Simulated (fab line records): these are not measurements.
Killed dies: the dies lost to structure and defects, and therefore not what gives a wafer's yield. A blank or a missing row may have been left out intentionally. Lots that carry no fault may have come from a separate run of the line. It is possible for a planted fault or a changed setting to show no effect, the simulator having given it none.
Matching of chambers | flow n5Finfet | N5_BEOL_M5_VIA_ETCH_34 on rieDiel-01: 4 sister chambers
The step etches SiCOH lowk in C4F6/O2, target depth 88.3 nm, time 39.2 s. 4 wafers are shown with their chamber, then 9 later ones without.

## WAFERS, EACH WITH ITS CHAMBER
wafer  | chamber | showerheadPlenumPTorr (Torr)
L079.4 | 0       | 2.84
L083.5 | 3       | 2.70
L088.5 | 2       | 2.91
L088.6 | 1       | 2.82

## WAFERS WITHOUT THEIR CHAMBER
wafer  | showerheadPlenumPTorr (Torr)
L092.4 | 2.91
L092.5 | 2.83
L092.6 | 2.82
L090.2 | 2.82
L090.3 | 2.83
L090.4 | 2.83
L095.1 | 2.90
L095.4 | 2.81
L095.5 | 2.90

## WHICH CHAMBER EACH WENT THROUGH
wafer  | from the rows above     | in truth
L092.4 | 2                       | 2
L092.5 | can't be placed: 0 or 1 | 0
L092.6 | 1                       | 1
L090.2 | 1                       | 1
L090.3 | can't be placed: 0 or 1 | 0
L090.4 | can't be placed: 0 or 1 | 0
L095.1 | 2                       | 2
L095.4 | 1                       | 1
L095.5 | 2                       | 2
6 of 9 placed correctly. Unplaceable from these rows: 3, with the true chamber sitting among the candidates in 3. Wrongly placed: 0.
How it was worked out, from the rows above alone: a wafer's distance from a chamber is the root of the sum, over the readings, of the square of ((its reading less the chamber's mean) divided by the reading's scatter). If the next closest chamber is less than 2 further off than the closest, the wafer can't be placed; otherwise it belongs to the closest. For every chamber, the mean is computed from those of its wafers that are shown. The scatter: with one shown wafer a chamber, the root of the mean of the squares of how far each hidden wafer lies from its nearest shown one.
